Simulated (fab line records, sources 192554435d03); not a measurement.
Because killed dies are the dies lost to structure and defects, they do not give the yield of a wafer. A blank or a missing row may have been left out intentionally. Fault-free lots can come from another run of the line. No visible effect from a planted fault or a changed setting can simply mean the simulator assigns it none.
Matching of chambers :: flow n5Finfet :: N5_FIN_SAQP_PECVD_48 on pecvd-01 has 3 sister chambers
The step deposits SiNx from SiH4/NH3/N2, target thk 25 nm, time 22.1 s. 22 wafers are shown with their chamber, then 11 later ones without.

## WAFERS, EACH WITH ITS CHAMBER
wafer: L074.3
chamber: 1
throttleValvePct (%): 36.9
showerheadPlenumPTorr (Torr): 5.15
heaterPowerOuterW (W): 434

wafer: L074.4
chamber: 0
throttleValvePct (%): 38.2
showerheadPlenumPTorr (Torr): 5.10
heaterPowerOuterW (W): 492

wafer: L074.5
chamber: 0
throttleValvePct (%): 38.3
showerheadPlenumPTorr (Torr): 5.11
heaterPowerOuterW (W): 495

wafer: L075.2
chamber: 1
throttleValvePct (%): 36.9
showerheadPlenumPTorr (Torr): 5.16
heaterPowerOuterW (W): 390

wafer: L075.4
chamber: 0
throttleValvePct (%): 38.5
showerheadPlenumPTorr (Torr): 5.11
heaterPowerOuterW (W): 531

wafer: L075.6
chamber: 0
throttleValvePct (%): 38.4
showerheadPlenumPTorr (Torr): 5.12
heaterPowerOuterW (W): 538

wafer: L076.2
chamber: 1
throttleValvePct (%): 36.8
showerheadPlenumPTorr (Torr): 5.14
heaterPowerOuterW (W): 507

wafer: L076.5
chamber: 0
throttleValvePct (%): 38.3
showerheadPlenumPTorr (Torr): 5.12
heaterPowerOuterW (W): 525

wafer: L076.6
chamber: 2
throttleValvePct (%): 38.8
showerheadPlenumPTorr (Torr): 5.13
heaterPowerOuterW (W): 577

wafer: L078.1
chamber: 0
throttleValvePct (%): 38.3
showerheadPlenumPTorr (Torr): 5.11
heaterPowerOuterW (W): 525

wafer: L078.2
chamber: 1
throttleValvePct (%): 36.9
showerheadPlenumPTorr (Torr): 5.13
heaterPowerOuterW (W): 503

wafer: L078.6
chamber: 1
throttleValvePct (%): 36.9
showerheadPlenumPTorr (Torr): 5.16
heaterPowerOuterW (W): 394

wafer: L080.1
chamber: 0
throttleValvePct (%): 38.3
showerheadPlenumPTorr (Torr): 5.12
heaterPowerOuterW (W): 484

wafer: L080.3
chamber: 2
throttleValvePct (%): 38.7
showerheadPlenumPTorr (Torr): 5.11
heaterPowerOuterW (W): 566

wafer: L080.5
chamber: 0
throttleValvePct (%): 38.3
showerheadPlenumPTorr (Torr): 5.12
heaterPowerOuterW (W): 485

wafer: L084.2
chamber: 2
throttleValvePct (%): 39.1
showerheadPlenumPTorr (Torr): 5.12
heaterPowerOuterW (W): 544

wafer: L084.3
chamber: 0
throttleValvePct (%): 38.4
showerheadPlenumPTorr (Torr): 5.12
heaterPowerOuterW (W): 484

wafer: L084.6
chamber: 0
throttleValvePct (%): 38.5
showerheadPlenumPTorr (Torr): 5.11
heaterPowerOuterW (W): 479

wafer: L086.1
chamber: 0
throttleValvePct (%): 38.4
showerheadPlenumPTorr (Torr): 5.11
heaterPowerOuterW (W): 520

wafer: L086.2
chamber: 2
throttleValvePct (%): 39.1
showerheadPlenumPTorr (Torr): 5.10
heaterPowerOuterW (W): 534

wafer: L086.5
chamber: 2
throttleValvePct (%): 39.0
showerheadPlenumPTorr (Torr): 5.12
heaterPowerOuterW (W): 530

wafer: L087.1
chamber: 0
throttleValvePct (%): 38.6
showerheadPlenumPTorr (Torr): 5.12
heaterPowerOuterW (W): 528

SIGNATURES (means of the wafers above)
reading: throttleValvePct
chamber 0: 38.375
chamber 1: 36.880
chamber 2: 38.940
scatter within a chamber: 0.122

reading: showerheadPlenumPTorr
chamber 0: 5.1142
chamber 1: 5.1480
chamber 2: 5.1160
scatter within a chamber: 0.00944

reading: heaterPowerOuterW
chamber 0: 507.17
chamber 1: 445.60
chamber 2: 550.20
scatter within a chamber: 32.5
Rule: distance of a wafer from a chamber = root of the sum over the readings of ((wafer's reading minus chamber's mean) / reading's scatter) squared. If the next closest chamber is less than 2 further off than the closest, the wafer can't be placed; otherwise it belongs to the closest. The scatter: the root of (the sum of the squares of (reading less its chamber's mean) over the shown wafers, divided by (wafers less chambers)).

## WAFERS WITHOUT THEIR CHAMBER
wafer: L087.4
throttleValvePct (%): 38.4
showerheadPlenumPTorr (Torr): 5.11
heaterPowerOuterW (W): 535

wafer: L087.6
throttleValvePct (%): 38.8
showerheadPlenumPTorr (Torr): 5.11
heaterPowerOuterW (W): 550

wafer: L089.2
throttleValvePct (%): 38.4
showerheadPlenumPTorr (Torr): 5.12
heaterPowerOuterW (W): 529

wafer: L089.5
throttleValvePct (%): 38.6
showerheadPlenumPTorr (Torr): 5.12
heaterPowerOuterW (W): 536

wafer: L089.6
throttleValvePct (%): 36.8
showerheadPlenumPTorr (Torr): 5.14
heaterPowerOuterW (W): 458

wafer: L092.2
throttleValvePct (%): 36.9
showerheadPlenumPTorr (Torr): 5.15
heaterPowerOuterW (W): 503

wafer: L092.3
throttleValvePct (%): 39.4
showerheadPlenumPTorr (Torr): 5.12
heaterPowerOuterW (W): 516

wafer: L092.5
throttleValvePct (%): 39.4
showerheadPlenumPTorr (Torr): 5.11
heaterPowerOuterW (W): 523

wafer: L093.3
throttleValvePct (%): 39.4
showerheadPlenumPTorr (Torr): 5.13
heaterPowerOuterW (W): 537

wafer: L093.5
throttleValvePct (%): 38.4
showerheadPlenumPTorr (Torr): 5.12
heaterPowerOuterW (W): 534

wafer: L093.6
throttleValvePct (%): 37.1
showerheadPlenumPTorr (Torr): 5.16
heaterPowerOuterW (W): 458

## EACH ONE'S CHAMBER
wafer: L087.4
from the rows above: 0
in truth: 0

wafer: L087.6
from the rows above: 2
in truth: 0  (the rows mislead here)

wafer: L089.2
from the rows above: 0
in truth: 0

wafer: L089.5
from the rows above: can't be placed: 0 or 2
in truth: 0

wafer: L089.6
from the rows above: 1
in truth: 1

wafer: L092.2
from the rows above: 1
in truth: 1

wafer: L092.3
from the rows above: 2
in truth: 2

wafer: L092.5
from the rows above: 2
in truth: 2

wafer: L093.3
from the rows above: 2
in truth: 2

wafer: L093.5
from the rows above: 0
in truth: 0

wafer: L093.6
from the rows above: 1
in truth: 1
9 of 11 placed correctly. From these rows, 1 cannot be placed; in 1 the true chamber is one of the candidates. 1 placed wrongly.
